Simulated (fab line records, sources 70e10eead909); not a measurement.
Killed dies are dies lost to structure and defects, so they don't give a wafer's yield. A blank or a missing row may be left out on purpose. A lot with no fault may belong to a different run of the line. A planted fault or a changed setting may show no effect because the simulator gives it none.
2 desks, one fault    flow nandHarc    only its own numbers are on each desk; what lay behind them is given at the end

== TOOL OWNER'S DESK, rieDiel-13 ==
The tool's own readings at NHARC_A_CONTACT_ETCH_31 (etches the open film in O2/COS, target depth 2800 nm, time 728 s): means of the sampled wafers that have a number, for each lot that ran on this tool. Marked OUT: a lot whose mean sits more than 4 standard deviations from the usual mean, which makes it out of limits; the brackets give that distance. 7 of its 8 readings are shown: the first one out of limits and those lying furthest out on some lot.
Columns: A = drypumpMotorCurrentA at NHARC_A_CONTACT_ETCH_31, usual 5.8 A; B = mfcArSccm at NHARC_A_CONTACT_ETCH_31, usual 0.011 sccm; C = oesProductAu at NHARC_A_CONTACT_ETCH_31, usual 1.004 a.u.; D = rfVppV at NHARC_A_CONTACT_ETCH_31, usual 313.5 V; E = runLengthS at NHARC_A_CONTACT_ETCH_31, usual 749.1 s; F = showerheadPlenumPTorr at NHARC_A_CONTACT_ETCH_31, usual 3.08 Torr; G = throttleValvePct at NHARC_A_CONTACT_ETCH_31, usual 28.330 %
lot   first seen here  A    B      C      D      E                        F     G
L886  day 22 06:37     5.4  0.006  1.002  311.6  749.1                    2.95  28.333
L887  day 22 09:32     6.1  0.025  0.997  314.9  749.0                    3.19  28.335
L893  day 25 19:38     5.6  0.009  1.002  311.9  646.8 (-99 or more) OUT  2.94  28.319
L895  day 26 01:06     5.2  0.000  0.994  309.6  647.0 (-99 or more) OUT  2.94  28.326
L898  day 27 04:54     5.2  0.000  1.000  311.1  545.0 (-99 or more) OUT  2.92  28.327
L904  day 29 19:29     5.8  0.019  0.990  313.3  748.9                    3.05  28.334
L909  day 31 04:30     6.1  0.025  0.995  313.0  749.1                    3.06  28.326
L908  day 31 10:39     6.1  0.025  1.005  315.9  749.2                    3.18  28.323
Finding of this desk: L893, L895, L898 out of limits; the first was L893 at day 25 19:38, on runLengthS at NHARC_A_CONTACT_ETCH_31. Within limits: L886, L887, L904, L909, L908.

== METROLOGY DESK ==
What the gauges read for every lot (on any tool): the sampled wafers with a number, averaged. Marked OUT: a lot whose mean sits more than 4 standard deviations from the usual mean, which makes it out of limits; the brackets give that distance.
Columns: A = cdNm at NHARC_A_CONTACT_CD_MEAS_80, usual 289.4 nm; B = overlayXNm at NHARC_A_CONTACT_OVL_MEAS_09, usual 0.1 nm; C = overlayYNm at NHARC_A_CONTACT_OVL_MEAS_09, usual -0.1 nm
lot   first seen here  A      B     C
L886  day 22 02:22     288.4  1.0   -0.9
L887  day 22 05:23     290.2  1.2   -0.3
L893  day 25 15:08     290.2  -0.8  0.4
L895  day 25 17:49     288.5  0.6   -0.2
L898  day 27 00:18     289.9  1.1   -0.2
L900  day 27 15:41     290.4  -0.1  0.5
L905  day 29 11:52     290.1  -0.9  0.6
L904  day 29 14:20     287.6  0.2   0.1
L906  day 30 01:44     289.7  -0.1  -0.3
L907  day 30 16:58     290.0  0.9   -0.3
L909  day 30 23:48     289.3  0.0   -0.5
L908  day 31 01:07     290.3  -0.0  -1.0
This desk's verdict: no lot among the 12 shows anything out of limits.

== BROUGHT TOGETHER ==
The tool owner's desk had the chance to raise an alarm at day 25 19:38 on L893, L895, L898.
At the metrology desk, nothing out of limits was observed.
The metrology desk holds a record of L893, L895, L898, inside its limits.
The lots listed all ran NHARC_A_CONTACT_ETCH_31 on rieDiel-13.

== WHAT THE SIMULATOR HAD INSERTED ==
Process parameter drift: rieDiel-13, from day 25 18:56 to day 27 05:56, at NHARC_A_CONTACT_ETCH_31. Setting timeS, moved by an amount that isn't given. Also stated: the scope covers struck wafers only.
Struck lots among those shown: L893, L895, L898.
How many hours passed from the start of the fault until each desk's first out-of-limits reading: the tool owner's desk, 1.
